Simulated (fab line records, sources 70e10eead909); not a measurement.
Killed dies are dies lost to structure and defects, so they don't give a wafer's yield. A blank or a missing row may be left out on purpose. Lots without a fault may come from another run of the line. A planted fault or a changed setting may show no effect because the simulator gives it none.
fab line records | flow nand_harc
record lots=5 wafers=15 last_day=28
route steps=1302 shown A_SOURCE_PLATE@423 A_ONON_D1@424 A_CHANNEL_HOLE_D1@450
lots that met no fault: from a run of the same line without faults
start_h: hours from the record's first day to the start of the lot's first wafer shown | wait_h: hours since the lot's step before | " the same as in the row above | L1.1+2: a row that stands for several wafers | - no value, or no start given | * or withheld: withheld | < > ~ a bound
route shown NAME@n: a module of which the file shows steps, and the number in the route of the first | usual: mean/standard deviation of fault-free wafers | same: alike in all rows | chamber/n: place in a boat | sites: the reading at each site | _std_site: their standard deviation | _edge_site: outer sites' mean less inner sites' | radius_mm: how far each site lies from the wafer's centre | mask NAME#n: copy n | behind: the tool/chamber that last shaped the wafer | hold: why the lot was held/for how many hours/how that ended | device: the transistor (n, p or np) that didn't switch | end of line: the same wafers' tests at the end of the route | a step without rows: its recipe alone | killed: dies lost to structure and defects at the first sort, not the wafer's yield | map: a wafer's dies, x killed, . not, _ none there
set.NAME: the setting as run; set.NAME@STEP: as run at that earlier step | model.NAME: the simulator's own value behind a step, which no gauge read
lots at some steps of the route; a table a step, a row a wafer
services: from which hour (start_h, from the record's first day; less than 0 if before it) a tool's chamber was out of use, for how many hours, and why
## steps
# step NHARC_A_SOURCE_PLATE_INSPECT_08
# usual raw_defect_count=63/30
# columns lot.wafer tool chamber start_h wait_h raw_defect_count
L075.1 defect_inspect-01 - 185.78 0.0 18
L075.3 " - " " 48
L075.5 " - " " 30
L078.1 defect_inspect-02 - 199.23 0.0 98
L078.2 " - " " 111
L078.5 " - " " 76
L082.1 defect_inspect-01 - 238.40 0.0 59
L082.3 " - " " 41
L082.6 " - " " 54
L084.2 defect_inspect-01 - 255.61 0.0 51
L084.4 " - " " 46
L084.5 " - " " 51
L086.1 defect_inspect-02 - 281.68 0.0 87
L086.2 " - " " 25
L086.3 " - " " 56
# step NHARC_A_ONON_D1_DEP_00
# recipe target_thk_a=10000 n2_flow_sccm=2750 n2o_flow_sccm=2000 nh3_flow_sccm=500 sih4_flow_sccm=210 temp_c=400
# columns lot.wafer tool chamber start_h wait_h
L075.1+3+5 pecvd_onon-04 0 185.84 0.1
L078.1+2+5 pecvd_onon-04 0 199.29 0.1
L082.1+3+6 pecvd_onon-02 0 238.47 0.1
L084.2+4+5 pecvd_onon-01 0 255.74 0.1
L086.1+2+3 pecvd_onon-02 0 281.74 0.1
# step NHARC_A_ONON_D1_THK_MEAS_02
# recipe thk_meas_gauge=ellipsometry
# usual thk_nm=1003/7.6
# columns lot.wafer tool chamber start_h wait_h thk_nm
L075.1 film_metro-01 - 186.35 - 991
L075.3 " - " " 990
L075.5 " - " " 989
L078.1 film_metro-02 - 199.81 - 1012
L078.2 " - " " 1013
L078.5 " - " " 1014
L082.1 film_metro-02 - 239.01 - 995
L082.3 " - " " 996
L082.6 " - " " 994
L084.2 film_metro-02 - 256.19 - 997
L084.4 " - " " 996
L084.5 " - " " 997
L086.1 film_metro-01 - 282.25 - 996
L086.2 " - " " 995
L086.3 " - " " 996
# step NHARC_A_ONON_D1_DEP_03
# recipe target_thk_a=10000 n2_flow_sccm=2750 n2o_flow_sccm=2000 nh3_flow_sccm=500 sih4_flow_sccm=210 temp_c=400
# columns lot.wafer tool chamber start_h wait_h
L075.1+3+5 pecvd_onon-04 0 186.41 0.1
L078.1+2+5 pecvd_onon-04 0 199.87 0.1
L082.1+3+6 pecvd_onon-04 0 239.06 0.1
L084.2+4+5 pecvd_onon-02 0 256.30 0.1
L086.1+2+3 pecvd_onon-01 0 282.31 0.1
# step NHARC_A_ONON_D1_THK_MEAS_05
# recipe thk_meas_gauge=ellipsometry
# usual thk_nm=1001/11
# columns lot.wafer tool chamber start_h wait_h thk_nm
L075.1 film_metro-02 - 186.95 - 1006
L075.3 " - " " 1006
L075.5 " - " " 1006
L078.1 film_metro-01 - 200.38 - 997
L078.2 " - " " 1001
L078.5 " - " " 1001
L082.1 film_metro-01 - 239.57 - 1021
L082.3 " - " " 1019
L082.6 " - " " 1020
L084.2 film_metro-01 - 256.78 - 995
L084.4 " - " " 995
L084.5 " - " " 993
L086.1 film_metro-01 - 282.82 - 1000
L086.2 " - " " 1000
L086.3 " - " " 1000
# step NHARC_A_ONON_D1_DEP_06
# recipe target_thk_a=10000 n2_flow_sccm=2750 n2o_flow_sccm=2000 nh3_flow_sccm=500 sih4_flow_sccm=210 temp_c=400
# columns lot.wafer tool chamber start_h wait_h
L075.1+3+5 pecvd_onon-04 0 187.01 0.1
L078.1+2+5 pecvd_onon-02 0 200.44 0.1
L082.1+3+6 pecvd_onon-02 0 239.63 0.1
L084.2+4+5 pecvd_onon-04 0 256.90 0.1
L086.1+2+3 pecvd_onon-04 0 282.88 0.1
# step NHARC_A_ONON_D1_THK_MEAS_08
# recipe thk_meas_gauge=ellipsometry
# usual thk_nm=999/9
# columns lot.wafer tool chamber start_h wait_h thk_nm
L075.1 film_metro-01 - 187.52 - 988
L075.3 " - " " 988
L075.5 " - " " 989
L078.1 film_metro-02 - 200.95 - 1001
L078.2 " - " " 1000
L078.5 " - " " 1002
L082.1 film_metro-02 - 240.13 - 993
L082.3 " - " " 992
L082.6 " - " " 993
L084.2 film_metro-01 - 257.37 - 995
L084.4 " - " " 995
L084.5 " - " " 995
L086.1 film_metro-01 - 283.39 - 1008
L086.2 " - " " 1006
L086.3 " - " " 1008
# step NHARC_A_ONON_D1_DEP_09
# recipe target_thk_a=10000 n2_flow_sccm=2750 n2o_flow_sccm=2000 nh3_flow_sccm=500 sih4_flow_sccm=210 temp_c=400
# columns lot.wafer tool chamber start_h wait_h
L075.1+3+5 pecvd_onon-04 0 187.57 0.1
L078.1+2+5 pecvd_onon-01 0 201.00 0.1
L082.1+3+6 pecvd_onon-04 0 240.19 0.1
L084.2+4+5 pecvd_onon-01 0 257.49 0.1
L086.1+2+3 pecvd_onon-02 0 283.45 0.1
# step NHARC_A_ONON_D1_THK_MEAS_11
# recipe thk_meas_gauge=ellipsometry
# usual thk_nm=997/9.1
# columns lot.wafer tool chamber start_h wait_h thk_nm
L075.1 film_metro-02 - 188.09 - 991
L075.3 " - " " 989
L075.5 " - " " 990
L078.1 film_metro-01 - 201.51 - 990
L078.2 " - " " 990
L078.5 " - " " 990
L082.1 film_metro-01 - 240.69 - 1001
L082.3 " - " " 1000
L082.6 " - " " 1001
L084.2 film_metro-02 - 257.95 - 1000
L084.4 " - " " 1000
L084.5 " - " " 1001
L086.1 film_metro-01 - 283.96 - 1019
L086.2 " - " " 1017
L086.3 " - " " 1017
# step NHARC_A_ONON_D1_DEP_12
# recipe target_thk_a=10000 n2_flow_sccm=2750 n2o_flow_sccm=2000 nh3_flow_sccm=500 sih4_flow_sccm=210 temp_c=400
# columns lot.wafer tool chamber start_h wait_h
L075.1+3+5 pecvd_onon-04 0 188.15 0.1
L078.1+2+5 pecvd_onon-02 0 201.57 0.1
L082.1+3+6 pecvd_onon-02 0 240.75 0.1
L084.2+4+5 pecvd_onon-02 0 258.06 0.1
L086.1+2+3 pecvd_onon-01 0 284.02 0.1
# step NHARC_A_ONON_D1_THK_MEAS_14
# recipe thk_meas_gauge=ellipsometry
# usual thk_nm=999/9.1
# columns lot.wafer tool chamber start_h wait_h thk_nm
L075.1 film_metro-01 - 188.66 - 991
L075.3 " - " " 992
L075.5 " - " " 992
L078.1 film_metro-02 - 202.09 - 1013
L078.2 " - " " 1012
L078.5 " - " " 1010
L082.1 film_metro-02 - 241.26 - 990
L082.3 " - " " 989
L082.6 " - " " 992
L084.2 film_metro-02 - 258.52 - 994
L084.4 " - " " 995
L084.5 " - " " 992
L086.1 film_metro-01 - 284.52 - 1012
L086.2 " - " " 1013
L086.3 " - " " 1013
# step NHARC_A_ONON_D1_ANNEAL_15
# recipe temp_c=750 time_s=3600
# columns lot.wafer tool chamber start_h wait_h
L075.1+3+5 furnace-02 0 193.06 4.4
L078.1+2+5 furnace-02 0 204.02 1.9
L082.1+3+6 furnace-02 0 247.30 6.0
L084.2+4+5 furnace-02 0 264.72 6.2
L086.1+2+3 furnace-06 0 288.20 3.7
# step NHARC_A_ONON_D1_DEP_16
# recipe target_thk_a=10000 n2_flow_sccm=2750 n2o_flow_sccm=2000 nh3_flow_sccm=500 sih4_flow_sccm=210 temp_c=400
# columns lot.wafer tool chamber start_h wait_h
L075.1+3+5 pecvd_onon-04 0 197.25 0.4
L078.1+2+5 pecvd_onon-04 0 207.94 0.1
L082.1+3+6 pecvd_onon-02 0 251.16 0.1
L084.2+4+5 pecvd_onon-01 0 268.68 0.1
L086.1+2+3 pecvd_onon-02 0 292.11 0.1
# step NHARC_A_ONON_D1_THK_MEAS_18
# recipe thk_meas_gauge=ellipsometry
# usual thk_nm=1000/7.6
# columns lot.wafer tool chamber start_h wait_h thk_nm
L075.1 film_metro-01 - 197.76 - 1009
L075.3 " - " " 1008
L075.5 " - " " 1008
L078.1 film_metro-01 - 208.45 - 995
L078.2 " - " " 996
L078.5 " - " " 995
L082.1 film_metro-01 - 251.66 - 993
L082.3 " - " " 993
L082.6 " - " " 992
L084.2 film_metro-02 - 269.13 - 1006
L084.4 " - " " 1003
L084.5 " - " " 1003
L086.1 film_metro-02 - 292.62 - 992
L086.2 " - " " 991
L086.3 " - " " 990
# step NHARC_A_ONON_D1_DEP_19
# recipe target_thk_a=10000 n2_flow_sccm=2750 n2o_flow_sccm=2000 nh3_flow_sccm=500 sih4_flow_sccm=210 temp_c=400
# columns lot.wafer tool chamber start_h wait_h
L075.1+3+5 pecvd_onon-04 0 197.82 0.1
L078.1+2+5 pecvd_onon-02 0 208.51 0.1
L082.1+3+6 pecvd_onon-01 0 251.71 0.1
L084.2+4+5 pecvd_onon-02 0 269.24 0.1
L086.1+2+3 pecvd_onon-01 0 292.67 0.1
# step NHARC_A_ONON_D1_THK_MEAS_21
# recipe thk_meas_gauge=ellipsometry
# usual thk_nm=1002/8
# columns lot.wafer tool chamber start_h wait_h thk_nm
L075.1 film_metro-02 - 198.33 - 993
L075.3 " - " " 993
L075.5 " - " " 993
L078.1 film_metro-01 - 209.02 - 1011
L078.2 " - " " 1012
L078.5 " - " " 1011
L082.1 film_metro-01 - 252.22 - 994
L082.3 " - " " 994
L082.6 " - " " 995
L084.2 film_metro-01 - 269.69 - 1000
L084.4 " - " " 1001
L084.5 " - " " 999
L086.1 film_metro-01 - 293.19 - 998
L086.2 " - " " 999
L086.3 " - " " 997
# step NHARC_A_ONON_D1_DEP_22
# recipe target_thk_a=10000 n2_flow_sccm=2750 n2o_flow_sccm=2000 nh3_flow_sccm=500 sih4_flow_sccm=210 temp_c=400
# columns lot.wafer tool chamber start_h wait_h
L075.1+3+5 pecvd_onon-01 0 198.39 0.1
L078.1+2+5 pecvd_onon-01 0 209.08 0.1
L082.1+3+6 pecvd_onon-02 0 252.28 0.1
L084.2+4+5 pecvd_onon-02 0 269.80 0.1
L086.1+2+3 pecvd_onon-04 0 293.24 0.1
# step NHARC_A_ONON_D1_THK_MEAS_24
# recipe thk_meas_gauge=ellipsometry
# usual thk_nm=999/9.2
# columns lot.wafer tool chamber start_h wait_h thk_nm
L075.1 film_metro-01 - 198.89 - 994
L075.3 " - " " 995
L075.5 " - " " 994
L078.1 film_metro-01 - 209.58 - 1012
L078.2 " - " " 1012
L078.5 " - " " 1011
L082.1 film_metro-02 - 252.79 - 1002
L082.3 " - " " 1003
L082.6 " - " " 1002
L084.2 film_metro-02 - 270.26 - 1001
L084.4 " - " " 1002
L084.5 " - " " 1003
L086.1 film_metro-02 - 293.75 - 981
L086.2 " - " " 981
L086.3 " - " " 981
# step NHARC_A_ONON_D1_DEP_25
# recipe target_thk_a=10000 n2_flow_sccm=2750 n2o_flow_sccm=2000 nh3_flow_sccm=500 sih4_flow_sccm=210 temp_c=400
# columns lot.wafer tool chamber start_h wait_h
L075.1+3+5 pecvd_onon-02 0 198.95 0.1
L078.1+2+5 pecvd_onon-04 0 209.64 0.1
L082.1+3+6 pecvd_onon-01 0 252.85 0.1
L084.2+4+5 pecvd_onon-02 0 270.37 0.1
L086.1+2+3 pecvd_onon-02 0 293.81 0.1
# step NHARC_A_ONON_D1_THK_MEAS_27
# recipe thk_meas_gauge=ellipsometry
# usual thk_nm=999/6.3
# columns lot.wafer tool chamber start_h wait_h thk_nm
L075.1 film_metro-01 - 199.46 - 1003
L075.3 " - " " 1003
L075.5 " - " " 1003
L078.1 film_metro-02 - 210.15 - 1004
L078.2 " - " " 1005
L078.5 " - " " 1005
L082.1 film_metro-02 - 253.36 - 998
L082.3 " - " " 998
L082.6 " - " " 998
L084.2 film_metro-01 - 270.83 - 1002
L084.4 " - " " 1000
L084.5 " - " " 1001
L086.1 film_metro-01 - 294.32 - 1007
L086.2 " - " " 1006
L086.3 " - " " 1005
# step NHARC_A_ONON_D1_DEP_28
# recipe target_thk_a=10000 n2_flow_sccm=2750 n2o_flow_sccm=2000 nh3_flow_sccm=500 sih4_flow_sccm=210 temp_c=400
# columns lot.wafer tool chamber start_h wait_h
L075.1+3+5 pecvd_onon-02 0 199.51 0.1
L078.1+2+5 pecvd_onon-04 0 210.20 0.1
L082.1+3+6 pecvd_onon-04 0 253.42 0.1
L084.2+4+5 pecvd_onon-02 0 270.94 0.1
L086.1+2+3 pecvd_onon-01 0 294.38 0.1
# step NHARC_A_ONON_D1_THK_MEAS_30
# recipe thk_meas_gauge=ellipsometry
# usual thk_nm=1001/13
# columns lot.wafer tool chamber start_h wait_h thk_nm
L075.1 film_metro-01 - 200.03 - 977
L075.3 " - " " 978
L075.5 " - " " 976
L078.1 film_metro-01 - 210.71 - 1033
L078.2 " - " " 1032
L078.5 " - " " 1033
L082.1 film_metro-02 - 253.93 - 996
L082.3 " - " " 995
L082.6 " - " " 996
L084.2 film_metro-02 - 271.41 - 1005
L084.4 " - " " 1004
L084.5 " - " " 1006
L086.1 film_metro-02 - 294.89 - 1035
L086.2 " - " " 1034
L086.3 " - " " 1035
# step NHARC_A_ONON_D1_DEP_33
# recipe target_thk_a=2000 temp_c=400 pressure_torr=6.5 rf_w=900 teos_flow_sccm=161.4 flow_sccm=2650 target_thk_nm=200 gas=O2 material=SiO2
# usual heater_power_w=528/84 rf_fwd_power_W=898.1/2.8 throttle_valve_pct=15.8/0.68
# columns lot.wafer tool chamber start_h wait_h heater_power_w rf_fwd_power_W since_wet_clean_h throttle_valve_pct
L075.1 pecvd-04 1 200.15 0.1 533 897.8 99 16.6
L075.3 " 2 " " 540 900.1 - 15.8
L075.5 " 1 " " 405 900.5 - 16.5
L078.2 pecvd-02 1 210.77 0.1 417 898.1 152 16.4
L078.1 " 0 " " 609 893.2 152 15.4
L078.5 " 0 " " 641 894.4 - 15.1
L082.1 pecvd-02 2 253.99 0.1 539 902.2 14 14.9
L082.3 " 1 " " 515 895.1 14 16.8
L082.6 " 0 " " 506 895.0 - 15.1
L084.2 pecvd-01 0 271.52 0.1 482 897.0 129 15.0
L084.4 " 0 " " 492 901.4 - 15.3
L084.5 " 1 " " 490 898.0 - 16.7
L086.1 pecvd-02 1 294.94 0.1 493 898.4 55 16.3
L086.2 " 2 " " 440 901.3 55 14.9
L086.3 " 0 " " 559 903.0 55 15.2
# step NHARC_A_ONON_D1_THK_MEAS_34
# recipe thk_meas_gauge=ellipsometry
# usual thk_nm=200/3
# columns lot.wafer tool chamber start_h wait_h thk_nm
L075.1 film_metro-02 - 200.63 0.4 202
L075.3 " - " " 204
L075.5 " - " " 204
L078.1 film_metro-02 - 211.19 - 198
L078.2 " - " " 203
L078.5 " - " " 206
L082.1 film_metro-01 - 254.40 - 197
L082.3 " - " " 198
L082.6 " - " " 204
L084.2 film_metro-02 - 271.89 - 198
L084.4 " - " " 198
L084.5 " - " " 202
L086.1 film_metro-01 - 295.35 - 197
L086.2 " - " " 197
L086.3 " - " " 197
# step NHARC_A_ONON_D1_INSPECT_32
# usual raw_defect_count=76/32
# columns lot.wafer tool chamber start_h wait_h raw_defect_count
L075.1 defect_inspect-02 - 200.70 0.0 26
L075.3 " - " " 52
L075.5 " - " " 38
L078.1 defect_inspect-01 - 211.27 0.0 127
L078.2 " - " " 125
L078.5 " - " " 104
L082.1 defect_inspect-02 - 254.49 0.0 86
L082.3 " - " " 57
L082.6 " - " " 72
L084.2 defect_inspect-01 - 271.97 0.0 66
L084.4 " - " " 58
L084.5 " - " " 62
L086.1 defect_inspect-01 - 295.44 0.0 104
L086.2 " - " " 44
L086.3 " - " " 76
# step NHARC_A_CHANNEL_HOLE_D1_DEP_00
# recipe target_thk_a=31000 temp_c=400 material=aC
# usual throttle_valve_pct=35.001/0.0089
# columns lot.wafer tool chamber start_h wait_h throttle_valve_pct
L075.1 acl_dep-02 0 200.76 0.1 34.999
L075.3 " 0 " " 34.995
L075.5 " 0 " " 34.993
L078.1 acl_dep-01 0 213.08 1.8 35.005
L078.2 " 0 " " 35.005
L078.5 " 0 " " 34.997
L082.1 acl_dep-02 0 256.23 1.7 34.999
L082.3 " 0 " " 35.000
L082.6 " 0 " " 35.006
L084.2 acl_dep-02 0 272.36 0.4 35.012
L084.4 " 0 " " 34.997
L084.5 " 0 " " 35.013
L086.1 acl_dep-01 0 297.14 1.7 35.014
L086.2 " 0 " " 35.004
L086.3 " 0 " " 34.987
# step NHARC_A_CHANNEL_HOLE_D1_DEP_01
# recipe target_thk_a=1400 target_thk_nm=140 temp_c=400 pressure_torr=3.5 flow_sccm=200 rf_w=350 material=SiON
# usual heater_power_w=746/93 rf_fwd_power_W=348.6/1.1
# columns lot.wafer tool chamber start_h wait_h heater_power_w rf_fwd_power_W since_wet_clean_h
L075.3 pecvd-03 1 202.71 1.0 693 347.3 5
L075.1 " 2 " " 716 347.5 5
L075.5 " 2 " " 702 347.8 -
L078.2 pecvd-04 2 215.05 1.3 794 348.5 114
L078.1 " 1 " " 709 346.5 114
L078.5 " 2 " " 808 347.9 -
L082.3 pecvd-04 2 258.19 1.0 901 348.3 157
L082.1 " 0 " " 741 347.2 157
L082.6 " 1 " " 622 348.9 -
L084.2 pecvd-03 0 273.97 1.3 917 347.9 76
L084.4 " 1 " " 584 346.2 -
L084.5 " 2 " " 717 348.7 -
L086.3 pecvd-03 0 299.07 1.0 869 348.6 101
L086.1 " 1 " " 642 349.7 101
L086.2 " 2 " " 685 347.8 101
# step NHARC_A_CHANNEL_HOLE_D1_DEHYDRATE_02
# recipe temp_c=150 time_s=120
# columns lot.wafer tool chamber start_h wait_h
L075.1+3+5 litho_track-01 0 202.98 0.2
L078.1+2+5 litho_track-06 0 215.40 0.3
L082.1+3+6 litho_track-06 0 258.43 0.2
L084.2+4+5 litho_track-01 0 274.24 0.2
L086.1+2+3 litho_track-06 0 299.37 0.2
# step NHARC_A_CHANNEL_HOLE_D1_HMDS_03
# recipe time_s=30
# columns lot.wafer tool chamber start_h wait_h
L075.1+3+5 litho_track-01 0 - -
L078.1+2+5 litho_track-06 0 - -
L082.1+3+6 litho_track-06 0 - -
L084.2+4+5 litho_track-01 0 - -
L086.1+2+3 litho_track-06 0 - -
# step NHARC_A_CHANNEL_HOLE_D1_COAT_36
# recipe temp_c=260 time_s=75
# columns lot.wafer tool chamber start_h wait_h
L075.1+3+5 litho_track-01 0 - -
L078.1+2+5 litho_track-06 0 - -
L082.1+3+6 litho_track-06 0 - -
L084.2+4+5 litho_track-01 0 - -
L086.1+2+3 litho_track-06 0 - -
# step NHARC_A_CHANNEL_HOLE_D1_COAT_37
# recipe temp_c=225 time_s=65
# columns lot.wafer tool chamber start_h wait_h
L075.1+3+5 litho_track-01 0 - -
L078.1+2+5 litho_track-06 0 - -
L082.1+3+6 litho_track-06 0 - -
L084.2+4+5 litho_track-01 0 - -
L086.1+2+3 litho_track-06 0 - -
# step NHARC_A_CHANNEL_HOLE_D1_COAT_04
# recipe spin_rpm=1500 resist_thk_nm=90
# columns lot.wafer tool chamber start_h wait_h
L075.1+3+5 litho_track-01 0 - -
L078.1+2+5 litho_track-06 0 - -
L082.1+3+6 litho_track-06 0 - -
L084.2+4+5 litho_track-01 0 - -
L086.1+2+3 litho_track-06 0 - -
# step NHARC_A_CHANNEL_HOLE_D1_SOFTBAKE_05
# recipe temp_c=105 time_s=55
# columns lot.wafer tool chamber start_h wait_h
L075.1+3+5 litho_track-01 0 - -
L078.1+2+5 litho_track-06 0 - -
L082.1+3+6 litho_track-06 0 - -
L084.2+4+5 litho_track-01 0 - -
L086.1+2+3 litho_track-06 0 - -
# step NHARC_A_CHANNEL_HOLE_D1_EBR_06
# columns lot.wafer tool chamber start_h wait_h
L075.1+3+5 litho_track-01 0 - -
L078.1+2+5 litho_track-06 0 - -
L082.1+3+6 litho_track-06 0 - -
L084.2+4+5 litho_track-01 0 - -
L086.1+2+3 litho_track-06 0 - -
# step NHARC_A_CHANNEL_HOLE_D1_EXPOSE_07
# recipe na=1.35 target_cd_nm=100 sigma_outer=0.3 dose_mj=59.65 mask_id=HOLE_D1
# columns lot.wafer tool chamber start_h wait_h mask
L075.1+3+5 arfi_scanner-03 0 203.29 - HOLE_D1#0
L078.1+2+5 arfi_scanner-02 0 215.71 - HOLE_D1#0
L082.1+3+6 arfi_scanner-02 0 258.62 - HOLE_D1#0
L084.2+4+5 arfi_scanner-01 0 274.55 - HOLE_D1#0
L086.1+2+3 arfi_scanner-02 0 299.68 - HOLE_D1#0
# step NHARC_A_CHANNEL_HOLE_D1_PEB_08
# recipe peb_temp_c=100 peb_time_s=65
# columns lot.wafer tool chamber start_h wait_h
L075.1+3+5 litho_track-06 0 203.35 0.1
L078.1+2+5 litho_track-06 0 215.77 0.1
L082.1+3+6 litho_track-04 0 258.68 0.1
L084.2+4+5 litho_track-01 0 274.61 0.1
L086.1+2+3 litho_track-06 0 299.74 0.1
# step NHARC_A_CHANNEL_HOLE_D1_DEVELOP_09
# recipe develop_time_s=35 dev_temp_c=23
# usual developer_temp_C=23.00/0.11
# columns lot.wafer tool chamber start_h wait_h developer_temp_C
L075.1 litho_track-06 0 - - 22.98
L075.3 " 0 " " 23.04
L075.5 " 0 " " 22.86
L078.1 litho_track-06 0 - - 23.10
L078.2 " 0 " " 23.08
L078.5 " 0 " " 22.99
L082.1 litho_track-04 0 - - 22.91
L082.3 " 0 " " 22.75
L082.6 " 0 " " 22.98
L084.2 litho_track-01 0 - - 22.91
L084.4 " 0 " " 23.02
L084.5 " 0 " " 22.96
L086.1 litho_track-06 0 - - 22.77
L086.2 " 0 " " 22.97
L086.3 " 0 " " 22.90
# step NHARC_A_CHANNEL_HOLE_D1_CD_MEAS_10
# recipe target_cd_nm=100 landing_energy_ev=500
# usual cd_nm=99.7/0.48
# columns lot.wafer tool chamber start_h wait_h cd_nm
L075.1 cd_sem-01 0 203.43 - 99.9
L075.3 " 0 " " 100.0
L075.5 " 0 " " 100.4
L078.1 cd_sem-02 0 215.85 - 99.8
L078.2 " 0 " " 100.1
L078.5 " 0 " " 100.4
L082.1 cd_sem-03 0 258.76 - 98.9
L082.3 " 0 " " 99.7
L082.6 " 0 " " 99.5
L084.2 cd_sem-01 0 274.69 - 99.8
L084.4 " 0 " " 100.1
L084.5 " 0 " " 98.9
L086.1 cd_sem-02 0 299.82 - 100.1
L086.2 " 0 " " 100.6
L086.3 " 0 " " 100.0
# step NHARC_A_CHANNEL_HOLE_D1_OVL_MEAS_11
# usual overlay_x_nm=-0.2/0.95 overlay_y_nm=0.1/0.8
# columns lot.wafer tool chamber start_h wait_h overlay_x_nm overlay_y_nm
L075.1 overlay-02 - 203.52 - -0.5 0.8
L075.3 " - " " -1.0 0.4
L075.5 " - " " -0.8 0.3
L078.1 overlay-02 - 215.94 - 0.7 -0.9
L078.2 " - " " 0.9 -0.7
L078.5 " - " " 0.5 -0.5
L082.1 overlay-01 - 258.85 - 1.7 -0.5
L082.3 " - " " 1.4 0.0
L082.6 " - " " 1.7 -0.4
L084.2 overlay-01 - 274.77 - -0.6 0.2
L084.4 " - " " -0.8 0.3
L084.5 " - " " -0.7 -0.1
L086.1 overlay-02 - 299.91 - -0.2 -1.1
L086.2 " - " " -0.7 -0.7
L086.3 " - " " -0.4 -0.9
# step NHARC_A_CHANNEL_HOLE_D1_INSPECT_12
# usual raw_defect_count=5.2/2.8
# columns lot.wafer tool chamber start_h wait_h raw_defect_count
L075.1 defect_inspect-02 - 203.55 0.0 5
L075.3 " - " " 2
L075.5 " - " " 4
L078.1 defect_inspect-02 - 215.98 0.0 7
L078.2 " - " " 8
L078.5 " - " " 4
L082.1 defect_inspect-01 - 258.88 0.0 7
L082.3 " - " " 2
L082.6 " - " " 2
L084.2 defect_inspect-01 - 274.81 0.0 3
L084.4 " - " " 8
L084.5 " - " " 1
L086.1 defect_inspect-02 - 299.94 0.0 4
L086.2 " - " " 8
L086.3 " - " " 3
# step NHARC_A_CHANNEL_HOLE_D1_DESCUM_15
# recipe time_s=3 o2_flow_sccm=200 ar_flow_sccm=0 bias_power_w=0 chemistry=O2
# usual drypump_motor_current_A=5.5/0.66 oes_product_au=1.001/0.0083 rf_vpp_V=57.8/0.88 showerhead_plenum_p_Torr=1.92/0.066 throttle_valve_pct=11.313/0.0094
# columns lot.wafer tool chamber start_h wait_h drypump_motor_current_A oes_product_au rf_hours_counter_h rf_vpp_V showerhead_plenum_p_Torr throttle_valve_pct
L075.1 rie_diel-03 0 203.65 0.1 5.4 0.993 7 58.4 1.87 11.311
L075.3 " 1 " " 4.9 1.004 7 57.3 1.86 11.308
L075.5 " 0 " " 5.4 0.989 - 57.6 1.87 11.306
L078.2 rie_diel-03 0 216.04 0.1 5.4 1.002 8 57.5 1.87 11.309
L078.1 " 2 " " 6.6 1.000 8 57.9 2.00 11.323
L078.5 " 1 " " 4.9 1.003 - 57.3 1.86 11.318
L082.1 rie_diel-02 3 258.96 0.1 4.9 1.007 8 56.4 1.84 11.324
L082.3 " 0 " " 6.7 1.006 7 58.2 2.06 11.305
L082.6 " 2 " " 5.7 0.994 - 58.3 1.97 11.322
L084.2 rie_diel-03 0 274.87 0.1 5.4 1.008 13 58.0 1.87 11.314
L084.4 " 3 " " 4.9 1.006 12 56.5 1.94 11.312
L084.5 " 1 " " 4.8 1.021 - 58.5 1.86 11.316
L086.2 rie_diel-03 3 300.00 0.1 4.9 0.982 1 58.4 1.94 11.324
L086.3 " 0 " " 5.4 0.999 1 58.7 1.87 11.314
L086.1 " 1 " " 4.9 1.003 0 59.3 1.86 11.321
# step NHARC_A_CHANNEL_HOLE_D1_ETCH_38
# recipe target_depth_a=390 over_etch_frac=0.3 time_s=65 ion_energy_ev=80 cf4_flow_sccm=150 ar_flow_sccm=0 rf_w=300 bias_w=100 chemistry=CF4
# usual drypump_motor_current_A=5.5/0.69 oes_product_au=1.001/0.0086 rf_fwd_power_W=297.4/1.2 rf_vpp_V=151.5/1.2 showerhead_plenum_p_Torr=1.78/0.059 throttle_valve_pct=13.285/0.01
# same over_etch_frac=0.3
# columns lot.wafer tool chamber start_h wait_h drypump_motor_current_A oes_product_au rf_fwd_power_W rf_hours_counter_h rf_vpp_V showerhead_plenum_p_Torr throttle_valve_pct
L075.3 rie_diel-03 3 204.06 0.4 4.9 0.999 296.9 7 151.1 1.80 13.291
L075.1 " 0 " " 5.4 1.000 300.3 7 150.4 1.73 13.273
L075.5 " 3 " " 4.9 1.008 297.7 - 151.0 1.80 13.281
L078.2 rie_diel-03 1 216.12 0.1 4.8 1.001 297.5 9 150.5 1.72 13.283
L078.1 " 3 " " 4.9 1.004 297.4 8 151.9 1.80 13.285
L078.5 " 1 " " 4.9 1.004 296.4 - 150.8 1.72 13.278
L082.3 rie_diel-02 0 259.04 0.1 6.7 1.015 296.5 7 153.2 1.89 13.292
L082.1 " 1 " " 6.3 1.002 296.7 7 152.1 1.82 13.289
L082.6 " 3 " " 4.9 1.006 296.8 - 150.7 1.71 13.277
L084.4 rie_diel-03 1 274.96 0.1 4.8 1.009 296.2 14 151.5 1.72 13.282
L084.2 " 2 " " 6.6 1.011 297.5 13 152.0 1.85 13.272
L084.5 " 2 " " 6.6 1.015 297.7 - 151.1 1.85 13.276
L086.2 rie_diel-03 0 300.09 0.1 5.4 1.000 299.4 1 149.2 1.73 13.283
L086.1 " 1 " " 4.8 1.001 298.1 1 149.5 1.72 13.290
L086.3 " 2 " " 6.6 1.004 296.7 1 152.5 1.85 13.307
## services
# columns tool chamber start_h hours kind
rie_diel-03 2 164.24 6.0 repair
rie_diel-03 - 171.30 0.6 repair
pecvd-04 0 171.35 62.4 repair
litho_track-06 - 179.00 7.0 pm
pecvd_onon-02 - 185.00 13.0 pm
pecvd-03 - 185.14 13.0 pm
pecvd-02 - 185.85 1.6 repair
acl_dep-01 - 186.25 13.0 pm
pecvd-02 1 192.22 7.9 repair
arfi_scanner-03 - 196.00 4.0 pm
litho_track-04 - 203.00 7.0 pm
rie_diel-02 - 216.77 9.0 pm
pecvd-02 - 227.39 13.0 pm
pecvd-03 0 234.06 32.2 repair
rie_diel-02 0 238.23 3.5 repair
acl_dep-02 - 242.60 13.0 pm
pecvd-04 - 255.88 1.0 repair
rie_diel-02 - 256.07 1.0 repair
arfi_scanner-02 - 266.00 0.6 repair
pecvd-04 - 269.00 13.0 pm
pecvd_onon-01 - 269.00 13.0 pm
acl_dep-01 - 271.86 5.1 repair
pecvd-03 2 274.22 9.9 repair
rie_diel-03 - 281.62 9.0 pm
## key
fault none
